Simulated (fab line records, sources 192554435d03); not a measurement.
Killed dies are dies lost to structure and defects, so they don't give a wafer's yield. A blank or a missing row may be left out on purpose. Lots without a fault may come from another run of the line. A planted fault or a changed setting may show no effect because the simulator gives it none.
fab line records | flow n5_finfet
record lots=7 wafers=21
route steps=1938 shown BEOL_M8@1342 BEOL_M9@1411 BEOL_M11@1543 BEOL_M12@1649
start_h: hours from the record's first day to the start of the lot's first wafer shown | wait_h: hours since the lot's step before | " the same as in the row above | L1.1+2: a row that stands for several wafers | - no value, or no start given | * or withheld: withheld | < > ~ a bound
route shown NAME@n: a module of which the file shows steps, and the number in the route of the first | usual: mean/standard deviation of fault-free wafers | same: alike in all rows | chamber/n: place in a boat | sites: the reading at each site | _std_site: their standard deviation | _edge_site: outer sites' mean less inner sites' | radius_mm: how far each site lies from the wafer's centre | mask NAME#n: copy n | behind: the tool/chamber that last shaped the wafer | hold: why the lot was held/for how many hours/how that ended | device: the transistor (n, p or np) that didn't switch | end of line: the same wafers' tests at the end of the route | a step without rows: its recipe alone | killed: dies lost to structure and defects at the first sort, not the wafer's yield | map: a wafer's dies, x killed, . not, _ none there
set.NAME: the setting as run; set.NAME@STEP: as run at that earlier step | model.NAME: the simulator's own value behind a step, which no gauge read
lots whose settings were changed on purpose; a table a step, a row a wafer
## steps
# step N5_BEOL_M8_EXPOSE_08
# recipe mask_id=M8 na=1.35 source_shape=dipole sigma_inner=0.817 sigma_outer=0.97 polarization=te dose_mj=68.25
# columns lot.wafer tool chamber start_h wait_h mask set.dose_mj
L074.1 arfi_scanner-03 0 210.91 - M8#0 68.25
L074.2+5 " 0 " " M8#0 70.83
L078.1+4 arfi_scanner-03 0 236.68 - M8#0 68.25
L078.3 " 0 " " M8#0 73.37
L079.1+6 arfi_scanner-03 0 237.18 - M8#0 63.69
L079.2 " 0 " " M8#0 68.25
L080.4+6 arfi_scanner-02 0 241.47 - M8#0 68.25
L080.5 " 0 " " M8#0 64.04
L084.2+3+4 arfi_scanner-02 0 271.01 - M8#0 68.25
L089.2+4 arfi_scanner-03 0 291.41 - M8#0 71.7
L089.3 " 0 " " M8#0 68.25
L091.1+6 arfi_scanner-03 0 306.56 - M8#0 71.77
L091.2 " 0 " " M8#0 68.25
# step N5_BEOL_M8_PEB_09
# recipe peb_temp_c=withheld peb_time_s=60 resist=CAR-ArF
# step N5_BEOL_M8_DEVELOP_10
# recipe develop_time_s=30 developer=TMAH resist=CAR-ArF rinse_liquid=diw dry=air_spin dev_temp_c=23
# step N5_BEOL_M8_CD_MEAS_11
# recipe target_cd_nm=38.5 landing_energy_ev=500 detector=se_inlens polarity=opening
# usual cd_nm=38.5/0.57
# columns lot.wafer tool chamber start_h wait_h set.dose_mj@BEOL_M8_EXPOSE_08 cd_nm
L074.1 cd_sem-03 0 211.04 - 68.25 37.6
L074.2 " 0 " " 70.83 40.1
L074.5 " 0 " " 70.83 39.7
L078.1 cd_sem-02 0 236.81 - 68.25 39.0
L078.3 " 0 " " 73.37 41.9
L078.4 " 0 " " 68.25 38.4
L079.1 cd_sem-03 0 237.31 - 63.69 34.8
L079.2 " 0 " " 68.25 38.8
L079.6 " 0 " " 63.69 35.4
L080.4 cd_sem-01 0 241.58 - 68.25 38.9
L080.5 " 0 " " 64.04 35.5
L080.6 " 0 " " 68.25 38.6
L084.2 cd_sem-01 0 271.13 - 68.25 38.4
L084.3 " 0 " " 68.25 38.2
L084.4 " 0 " " 68.25 38.9
L089.2 cd_sem-03 0 291.54 - 71.7 41.6
L089.3 " 0 " " 68.25 39.7
L089.4 " 0 " " 71.7 41.6
L091.1 cd_sem-02 0 306.69 - 71.77 40.8
L091.2 " 0 " " 68.25 38.6
L091.6 " 0 " " 71.77 40.6
# step N5_BEOL_M8_DESCUM_16
# recipe chemistry=O2 time_s=7.9 source_power_w=50 bias_power_w=20 pressure_mtorr=20 rf_frequency_hz=2.712e+07 temp_c=40 resist=CAR-ArF o2_flow_sccm=225
# step N5_BEOL_M8_ETCH_61
# recipe chemistry=CF4 target=SiARC target_depth_a=455 mask_material=CAR-ArF time_s=75.8 ion_energy_ev=80 pressure_mtorr=40 source_w=545 bias_w=36 Ar_flow_sccm=100 cf4_flow_sccm=100 ends=cleared
# columns lot.wafer tool chamber start_h wait_h set.dose_mj@BEOL_M8_EXPOSE_08 model.BEOL_M8.cd_offset_nm
L074.1 rie_diel-05 0 211.16 0.0 68.25 -0.8
L074.2 " 1 " " 70.83 1.4
L074.5 " 3 " " 70.83 1.2
L078.1 rie_diel-01 2 237.02 0.0 68.25 0.4
L078.3 " 1 " " 73.37 3.4
L078.4 " 0 " " 68.25 0
L079.1 rie_diel-03 1 237.47 0.0 63.69 -3.4
L079.2 " 2 " " 68.25 -0.4
L079.6 " 2 " " 63.69 -3.6
L080.4+6 rie_diel-03 1,0 241.83 0.0 68.25 0.4
L080.5 " 1 " " 64.04 -2.6
L084.2 rie_diel-03 0 271.47 0.0 68.25 -0.2
L084.3 " 1 " " 68.25 -0.4
L084.4 " 2 " " 68.25 0
L089.2+4 rie_diel-05 1,3 292.42 0.0 71.7 2.8
L089.3 " 3 " " 68.25 0.8
L091.1 rie_diel-03 1 306.81 0.0 71.77 2
L091.2 " 3 " " 68.25 0.6
L091.6 " 3 " " 71.77 1.8
# step N5_BEOL_M8_ETCH_62
# recipe chemistry=N2/H2 target=SOC target_depth_a=1100 overetch_a=220 mask_material=SiARC temp_c=40 time_s=165 ion_energy_ev=200 pressure_mtorr=30 source_w=840 bias_w=150 n2_flow_sccm=200 h2_flow_sccm=200
# columns lot.wafer tool chamber start_h wait_h set.dose_mj@BEOL_M8_EXPOSE_08 model.BEOL_M8.cd_offset_nm
L074.1 rie_diel-05 0 211.22 0.0 68.25 -1
L074.2 " 1 " " 70.83 1.6
L074.5 " 3 " " 70.83 1.4
L078.1 rie_diel-01 2 237.08 0.0 68.25 0.4
L078.3 " 1 " " 73.37 3.6
L078.4 " 0 " " 68.25 0
L079.1 rie_diel-03 1 237.53 0.0 63.69 -3.6
L079.2 " 2 " " 68.25 -0.8
L079.6 " 2 " " 63.69 -4
L080.4+6 rie_diel-03 1,0 241.89 0.0 68.25 0.4
L080.5 " 1 " " 64.04 -2.8
L084.2 rie_diel-03 0 271.53 0.0 68.25 -0.4
L084.3 " 1 " " 68.25 -0.6
L084.4 " 2 " " 68.25 0
L089.2+4 rie_diel-05 1,3 292.48 0.0 71.7 2.8
L089.3 " 3 " " 68.25 0.8
L091.1 rie_diel-03 1 306.87 0.0 71.77 1.8
L091.2 " 3 " " 68.25 0.8
L091.6 " 3 " " 71.77 2.2
# step N5_BEOL_M8_STRIP_68
# recipe chemistry=N2/H2 temp_c=40 n2_flow_sccm=200 h2_flow_sccm=200 rf_frequency_hz=6e+07
# step N5_BEOL_M8_STRIP_67
# recipe chemistry=CF4 resist=SiARC power_w=300 bias_power_w=75 pressure_mtorr=50 cf4_flow_sccm=150 rf_frequency_hz=6e+07
# step N5_BEOL_M8_HM_OPEN_17
# recipe chemistry=Cl2/BCl3 target_depth_a=200 overetch_a=60 target=TiN mask_material=SOC ion_energy_ev=150 pressure_mtorr=10 icp_w=1000 bias_w=126 Cl2_flow_sccm=53.25 bcl3_flow_sccm=21.75 Ar_flow_sccm=25
# step N5_BEOL_M8_STRIP_19
# recipe chemistry=O2 power_w=400 temp_c=40 pressure_mtorr=30 rf_frequency_hz=6e+07 bias_power_w=0 overash_fraction=0.2 o2_flow_sccm=225
# step N5_BEOL_M8_CD_MEAS_18
# recipe pitch_nm=80 target_cd_nm=40
# usual cd_nm=39.9/0.69
# columns lot.wafer tool chamber start_h wait_h set.dose_mj@BEOL_M8_EXPOSE_08 cd_nm
L074.1 cd_sem-03 - 211.59 0.1 68.25 39.0
L074.2 " - " " 70.83 41.5
L074.5 " - " " 70.83 41.8
L078.1 cd_sem-03 - 237.46 0.0 68.25 40.1
L078.3 " - " " 73.37 44.1
L078.4 " - " " 68.25 40.1
L079.1 cd_sem-01 - 237.89 0.0 63.69 36.5
L079.2 " - " " 68.25 39.2
L079.6 " - " " 63.69 35.9
L080.4 cd_sem-01 - 242.26 0.1 68.25 40.7
L080.5 " - " " 64.04 37.4
L080.6 " - " " 68.25 40.5
L084.2 cd_sem-01 - 271.99 0.1 68.25 39.8
L084.3 " - " " 68.25 39.5
L084.4 " - " " 68.25 39.8
L089.2 cd_sem-01 - 292.85 0.1 71.7 43.1
L089.3 " - " " 68.25 40.6
L089.4 " - " " 71.7 42.8
L091.1 cd_sem-03 - 307.24 0.0 71.77 41.6
L091.2 " - " " 68.25 40.6
L091.6 " - " " 71.77 42.3
# step N5_BEOL_M8_COAT_63
# recipe resist=SOC temp_c=250 time_s=60 spin_rpm=1500 resist_thk_nm=60
# step N5_BEOL_M8_COAT_64
# recipe resist=SiARC temp_c=220 time_s=60 spin_rpm=1500 resist_thk_nm=12
# step N5_BEOL_M8_PRECLEAN_42
# recipe chemistry=residue_remover time_s=60 temp_c=40
# step N5_BEOL_M8_SRD_43
# recipe time_s=30 temp_c=23 rinse_liquid=diw dry=ipa_marangoni
# step N5_BEOL_M8_CD_MEAS_35
# recipe target_cd_nm=40 polarity=opening
# usual cd_nm=39.9/0.67
# columns lot.wafer tool chamber start_h wait_h set.dose_mj@BEOL_M8_EXPOSE_08 cd_nm
L074.1 cd_sem-02 - 215.50 0.0 68.25 39.3
L074.2 " - " " 70.83 41.7
L074.5 " - " " 70.83 41.7
L079.1 cd_sem-02 - 240.89 0.0 63.69 36.4
L079.2 " - " " 68.25 39.7
L079.6 " - " " 63.69 36.0
L078.1 cd_sem-03 - 240.94 0.0 68.25 40.3
L078.3 " - " " 73.37 43.6
L078.4 " - " " 68.25 40.4
L080.4 cd_sem-03 - 243.43 0.0 68.25 40.4
L080.5 " - " " 64.04 36.9
L080.6 " - " " 68.25 40.6
L084.2 cd_sem-01 - 274.66 0.0 68.25 39.5
L084.3 " - " " 68.25 39.2
L084.4 " - " " 68.25 39.9
L089.2 cd_sem-01 - 294.57 0.0 71.7 43.1
L089.3 " - " " 68.25 40.7
L089.4 " - " " 71.7 43.3
L091.1 cd_sem-01 - 309.87 0.0 71.77 41.4
L091.2 " - " " 68.25 40.8
L091.6 " - " " 71.77 42.2
# step N5_BEOL_M9_EXPOSE_08
# recipe mask_id=M9 na=1.35 source_shape=dipole sigma_inner=0.411 sigma_outer=0.611 polarization=te dose_mj=53.75
# columns lot.wafer tool chamber start_h wait_h mask set.dose_mj
L074.1+2+5 arfi_scanner-01 0 222.12 - M9#0 53.75
L079.1 arfi_scanner-01 0 245.44 - M9#0 53.75
L079.2+6 " 0 " " M9#0 56.36
L078.1 arfi_scanner-01 0 245.47 - M9#0 53.75
L078.3+4 " 0 " " M9#0 49.74
L080.4 arfi_scanner-01 0 250.86 - M9#0 53.75
L080.5+6 " 0 " " M9#0 50.19
L084.2+3+4 arfi_scanner-03 0 279.63 - M9#0 53.75
L089.2+3 arfi_scanner-01 0 299.01 - M9#0 55.92
L089.4 " 0 " " M9#0 53.75
L091.1+2 arfi_scanner-03 0 314.76 - M9#0 50.21
L091.6 " 0 " " M9#0 53.75
# step N5_BEOL_M9_PEB_09
# recipe peb_temp_c=withheld peb_time_s=60 resist=CAR-ArF
# step N5_BEOL_M9_DEVELOP_10
# recipe develop_time_s=30 developer=TMAH resist=CAR-ArF rinse_liquid=diw dry=air_spin dev_temp_c=23
# step N5_BEOL_M9_CD_MEAS_11
# recipe target_cd_nm=64.1 landing_energy_ev=500 detector=se_inlens polarity=opening
# usual cd_nm=63.9/0.57
# columns lot.wafer tool chamber start_h wait_h set.dose_mj@BEOL_M9_EXPOSE_08 cd_nm
L074.1 cd_sem-02 0 222.25 - 53.75 63.2
L074.2 " 0 " " 53.75 63.2
L074.5 " 0 " " 53.75 62.8
L079.1 cd_sem-01 0 245.56 - 53.75 63.5
L079.2 " 0 " " 56.36 67.3
L079.6 " 0 " " 56.36 67.3
L078.1 cd_sem-03 0 245.60 - 53.75 63.1
L078.3 " 0 " " 49.74 60.1
L078.4 " 0 " " 49.74 59.8
L080.4 cd_sem-02 0 250.97 - 53.75 62.6
L080.5 " 0 " " 50.19 59.7
L080.6 " 0 " " 50.19 60.0
L084.2 cd_sem-01 0 279.75 - 53.75 63.2
L084.3 " 0 " " 53.75 63.8
L084.4 " 0 " " 53.75 64.3
L089.2 cd_sem-03 0 299.13 - 55.92 65.4
L089.3 " 0 " " 55.92 66.7
L089.4 " 0 " " 53.75 64.5
L091.1 cd_sem-02 0 314.88 - 50.21 59.7
L091.2 " 0 " " 50.21 59.5
L091.6 " 0 " " 53.75 63.8
# step N5_BEOL_M9_DESCUM_16
# recipe chemistry=O2 time_s=7.9 source_power_w=50 bias_power_w=20 pressure_mtorr=20 rf_frequency_hz=2.712e+07 temp_c=40 resist=CAR-ArF o2_flow_sccm=225
# step N5_BEOL_M9_ETCH_61
# recipe chemistry=CF4 target=SiARC target_depth_a=390 mask_material=CAR-ArF time_s=65 ion_energy_ev=80 pressure_mtorr=40 source_w=545 bias_w=36 Ar_flow_sccm=100 cf4_flow_sccm=100 ends=cleared
# columns lot.wafer tool chamber start_h wait_h set.dose_mj@BEOL_M9_EXPOSE_08 model.BEOL_M9.cd_offset_nm
L074.1 rie_diel-02 0 222.37 0.0 53.75 -0.8
L074.2 " 2 " " 53.75 -0.6
L074.5 " 2 " " 53.75 -1.2
L079.1 rie_diel-04 2 245.93 0.0 53.75 0
L079.2+6 " 0,1 " " 56.36 3
L078.1 rie_diel-06 2 245.97 0.0 53.75 -0.6
L078.3 " 0 " " 49.74 -4.2
L078.4 " 3 " " 49.74 -3.8
L080.4 rie_diel-02 3 251.09 0.0 53.75 -1.4
L080.5 " 1 " " 50.19 -4.6
L080.6 " 2 " " 50.19 -4.2
L084.2 rie_diel-02 0 279.88 0.0 53.75 -0.8
L084.3 " 2 " " 53.75 0.2
L084.4 " 1 " " 53.75 -0.2
L089.2 rie_diel-04 0 299.31 0.0 55.92 1.4
L089.3 " 3 " " 55.92 2.4
L089.4 " 2 " " 53.75 0.2
L091.1 rie_diel-06 2 315.04 0.0 50.21 -4.2
L091.2 " 3 " " 50.21 -4.4
L091.6 " 0 " " 53.75 -0.2
# step N5_BEOL_M9_ETCH_62
# recipe chemistry=N2/H2 target=SOC target_depth_a=1100 overetch_a=220 mask_material=SiARC temp_c=40 time_s=165 ion_energy_ev=200 pressure_mtorr=30 source_w=840 bias_w=150 n2_flow_sccm=200 h2_flow_sccm=200
# step N5_BEOL_M9_STRIP_68
# recipe chemistry=N2/H2 temp_c=40 n2_flow_sccm=200 h2_flow_sccm=200 rf_frequency_hz=6e+07
# step N5_BEOL_M9_HM_OPEN_17
# recipe chemistry=Cl2/BCl3 target_depth_a=200 overetch_a=60 target=TiN mask_material=SOC ion_energy_ev=150 pressure_mtorr=10 icp_w=1000 bias_w=126 Cl2_flow_sccm=53.25 bcl3_flow_sccm=21.75 Ar_flow_sccm=25
# step N5_BEOL_M9_STRIP_19
# recipe chemistry=O2 power_w=400 temp_c=40 pressure_mtorr=30 rf_frequency_hz=6e+07 bias_power_w=0 overash_fraction=0.2 o2_flow_sccm=225
# step N5_BEOL_M9_CD_MEAS_18
# recipe pitch_nm=140 target_cd_nm=70
# usual cd_nm=69.8/0.59
# columns lot.wafer tool chamber start_h wait_h set.dose_mj@BEOL_M9_EXPOSE_08 cd_nm
L074.1 cd_sem-01 - 222.84 0.0 53.75 69.6
L074.2 " - " " 53.75 69.4
L074.5 " - " " 53.75 69.0
L079.1 cd_sem-01 - 246.35 0.0 53.75 69.9
L079.2 " - " " 56.36 73.3
L079.6 " - " " 56.36 72.7
L078.1 cd_sem-02 - 246.40 0.1 53.75 69.7
L078.3 " - " " 49.74 66.0
L078.4 " - " " 49.74 66.1
L080.4 cd_sem-01 - 251.52 0.1 53.75 68.4
L080.5 " - " " 50.19 65.6
L080.6 " - " " 50.19 66.0
L084.2 cd_sem-01 - 280.44 0.1 53.75 69.2
L084.3 " - " " 53.75 70.1
L084.4 " - " " 53.75 69.8
L089.2 cd_sem-02 - 299.85 0.1 55.92 71.6
L089.3 " - " " 55.92 72.0
L089.4 " - " " 53.75 70.4
L091.1 cd_sem-02 - 315.46 0.0 50.21 65.7
L091.2 " - " " 50.21 65.9
L091.6 " - " " 53.75 69.3
# step N5_BEOL_M9_COAT_63
# recipe resist=SOC temp_c=250 time_s=60 spin_rpm=1500 resist_thk_nm=60
# step N5_BEOL_M9_COAT_64
# recipe resist=SiARC temp_c=220 time_s=60 spin_rpm=1500 resist_thk_nm=12
# step N5_BEOL_M9_PRECLEAN_42
# recipe chemistry=residue_remover time_s=60 temp_c=40
# step N5_BEOL_M9_SRD_43
# recipe time_s=30 temp_c=23 rinse_liquid=diw dry=ipa_marangoni
# step N5_BEOL_M9_CD_MEAS_35
# recipe target_cd_nm=70 target_cd_y_nm=40 polarity=opening
# usual cd_nm=69.9/0.63
# columns lot.wafer tool chamber start_h wait_h set.dose_mj@BEOL_M9_EXPOSE_08 cd_nm
L074.1 cd_sem-03 - 224.60 0.0 53.75 69.8
L074.2 " - " " 53.75 69.2
L074.5 " - " " 53.75 69.1
L078.1 cd_sem-02 - 250.30 0.0 53.75 69.6
L078.3 " - " " 49.74 66.5
L078.4 " - " " 49.74 66.1
L079.1 cd_sem-03 - 250.46 0.0 53.75 69.7
L079.2 " - " " 56.36 72.8
L079.6 " - " " 56.36 72.7
L080.4 cd_sem-03 - 253.38 0.0 53.75 68.4
L080.5 " - " " 50.19 65.9
L080.6 " - " " 50.19 66.1
L084.2 cd_sem-02 - 282.52 0.0 53.75 69.1
L084.3 " - " " 53.75 70.0
L084.4 " - " " 53.75 69.4
L089.2 cd_sem-01 - 301.43 0.0 55.92 71.4
L089.3 " - " " 55.92 71.6
L089.4 " - " " 53.75 70.5
L091.1 cd_sem-02 - 317.57 0.0 50.21 65.9
L091.2 " - " " 50.21 66.1
L091.6 " - " " 53.75 70.2
# step N5_BEOL_M11_COAT_05
# recipe resist=CAR-ArF spin_rpm=1500 resist_thk_nm=90
# columns lot.wafer tool chamber start_h wait_h set.spin_rpm model.CAR-ArF_of_BEOL_M11_COAT_05.thk_nm
L074.1+2 litho_track-05 0 - - 1500 90.2
L074.5 " 0 " " 1383 93.8
L079.1 litho_track-05 0 - - 1580 87.6
L079.2 " 0 " " 1500 90
L079.6 " 0 " " 1500 89.6
L078.1 litho_track-02 0 - - 1500 90
L078.3 " 0 " " 1500 89.6
L078.4 " 0 " " 1500 89.8
L080.4+5 litho_track-01 0 - - 1500 89.8
L080.6 " 0 " " 1403 92.8
L084.2 litho_track-05 0 - - 1500 89.8
L084.3+4 " 0 " " 1500 89.6
L089.2 litho_track-05 0 - - 1500 89.6
L089.3 " 0 " " 1500 90.2
L089.4 " 0 " " 1500 89.8
L091.1 litho_track-01 0 - - 1500 90
L091.2+6 " 0 " " 1369 94.2
# step N5_BEOL_M11_EBR_07
# recipe solvent=PGMEA ebr_width_mm=1.5
# step N5_BEOL_M11_SOFTBAKE_06
# recipe temp_c=110 time_s=60 resist=CAR-ArF
# step N5_BEOL_M11_EXPOSE_08
# recipe mask_id=M11 na=1.35 source_shape=dipole sigma_inner=0.411 sigma_outer=0.611 polarization=te dose_mj=53.75
# step N5_BEOL_M11_PEB_09
# recipe peb_temp_c=withheld peb_time_s=60 resist=CAR-ArF
# step N5_BEOL_M11_DEVELOP_10
# recipe develop_time_s=30 developer=TMAH resist=CAR-ArF rinse_liquid=diw dry=air_spin dev_temp_c=23
# columns lot.wafer tool chamber start_h wait_h set.spin_rpm@BEOL_M11_COAT_05 model.CAR-ArF_of_BEOL_M11_COAT_05.thk_nm
L074.1+2 litho_track-05 0 - - 1500 88.4
L074.5 " 0 " " 1383 92
L079.1 litho_track-05 0 - - 1580 85.8
L079.2 " 0 " " 1500 88.4
L079.6 " 0 " " 1500 87.8
L078.1+4 litho_track-02 0 - - 1500 88.2
L078.3 " 0 " " 1500 88
L080.4+5 litho_track-01 0 - - 1500 88
L080.6 " 0 " " 1403 91.2
L084.2+3+4 litho_track-05 0 - - 1500 88
L089.2 litho_track-02 0 - - 1500 88
L089.3 " 0 " " 1500 88.4
L089.4 " 0 " " 1500 88.2
L091.1 litho_track-05 0 - - 1500 88.2
L091.2+6 " 0 " " 1369 92.6
# step N5_BEOL_M11_DESCUM_16
# recipe chemistry=O2 time_s=7.9 source_power_w=50 bias_power_w=20 pressure_mtorr=20 rf_frequency_hz=2.712e+07 temp_c=40 resist=CAR-ArF o2_flow_sccm=225
# columns lot.wafer tool chamber start_h wait_h set.time_s set.spin_rpm@BEOL_M11_COAT_05 model.CAR-ArF_of_BEOL_M11_COAT_05.thk_nm
L074.1+2 rie_diel-04 3,1 237.00 0.0 7.9 1500 83.6
L074.5 " 0 " " 7.9 1383 87.2
L079.1 rie_diel-02 2 266.77 0.3 8.752 1580 80.4
L079.2 " 3 " " 7.9 1500 83.4
L079.6 " 3 " " 8.752 1500 82.6
L078.1+4 rie_diel-06 3,0 266.94 0.0 7.197 1500 83.8
L078.3 " 1 " " 7.9 1500 83
L080.4+5 rie_diel-04 1,3 267.60 0.2 7.069 1500 83.8
L080.6 " 0 " " 7.9 1403 86.2
L084.2 rie_diel-02 3 296.76 0.2 7.9 1500 83.2
L084.3+4 " 0,2 " " 7.9 1500 83
L089.2 rie_diel-06 0 314.58 0.2 7.9 1500 83.2
L089.3 " 3 " " 7.9 1500 83.6
L089.4 " 2 " " 9.343 1500 82.4
L091.1 rie_diel-06 3 330.47 0.2 7.9 1500 83.4
L091.2+6 " 1,0 " " 7.9 1369 87.6
# step N5_BEOL_M12_SPUTTER_44
# recipe material=Ta target_thk_a=100 temp_c=50 bias_v=80 power_w=15000 chamber_pressure_pa=0.07 time_s=16.13
# columns lot.wafer tool chamber start_h wait_h set.time_s model.Ta_of_BEOL_M12_SPUTTER_44.thk_nm
L074.1 pvd_sputter-02 - 253.72 0.0 16.13 10
L074.2 " - " " 16.13 9.6
L074.5 " - " " 14.48 9
L078.1+3+4 pvd_sputter-01 - 276.08 0.0 16.13 10
L079.1+2 pvd_sputter-03 - 276.38 0.0 16.13 10
L079.6 " - " " 15.24 9.2
L080.4 pvd_sputter-01 - 278.40 0.0 18.13 11.2
L080.5+6 " - " " 16.13 10.2
L084.2+3+4 pvd_sputter-03 - 303.78 0.0 16.13 10
L089.2 pvd_sputter-01 - 322.95 0.0 13.88 8.6
L089.3 " - " " 13.88 8.4
L089.4 " - " " 16.13 9.8
L091.1 pvd_sputter-03 - 339.66 0.0 18.42 11.2
L091.2+6 " - " " 16.13 9.8
## key
split step=N5_BEOL_M8_EXPOSE_08 setting=dose_mj stated=68.25 by=wafer
response step=N5_BEOL_M8_CD_MEAS_11 reading=cd_nm change=+0.474 per=1% r=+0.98
response step=N5_BEOL_M8_ETCH_61 reading=model.BEOL_M8.cd_offset_nm change=+0.428 per=1% r=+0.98
response step=N5_BEOL_M8_ETCH_62 reading=model.BEOL_M8.cd_offset_nm change=+0.443 per=1% r=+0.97
response step=N5_BEOL_M8_CD_MEAS_18 reading=cd_nm change=+0.482 per=1% r=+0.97
response step=N5_BEOL_M8_CD_MEAS_35 reading=cd_nm change=+0.472 per=1% r=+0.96
split step=N5_BEOL_M9_EXPOSE_08 setting=dose_mj stated=53.75 by=wafer
response step=N5_BEOL_M9_CD_MEAS_11 reading=cd_nm change=+0.52 per=1% r=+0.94
response step=N5_BEOL_M9_ETCH_61 reading=model.BEOL_M9.cd_offset_nm change=+0.512 per=1% r=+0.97
response step=N5_BEOL_M9_CD_MEAS_18 reading=cd_nm change=+0.484 per=1% r=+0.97
response step=N5_BEOL_M9_CD_MEAS_35 reading=cd_nm change=+0.472 per=1% r=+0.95
split step=N5_BEOL_M11_COAT_05 setting=spin_rpm stated=1500 by=wafer
response step=N5_BEOL_M11_COAT_05 reading=model.CAR-ArF_of_BEOL_M11_COAT_05.thk_nm change=-0.462 per=1% r=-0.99
response step=N5_BEOL_M11_DEVELOP_10 reading=model.CAR-ArF_of_BEOL_M11_COAT_05.thk_nm change=-0.48 per=1% r=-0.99
response step=N5_BEOL_M11_DESCUM_16 reading=model.CAR-ArF_of_BEOL_M11_COAT_05.thk_nm change=-0.454 per=1% r=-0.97
split step=N5_BEOL_M11_DESCUM_16 setting=time_s stated=7.9 by=wafer
response none clear
split step=N5_BEOL_M12_SPUTTER_44 setting=time_s stated=16.13 by=wafer
response step=N5_BEOL_M12_SPUTTER_44 reading=model.Ta_of_BEOL_M12_SPUTTER_44.thk_nm change=+0.092 per=1% r=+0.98
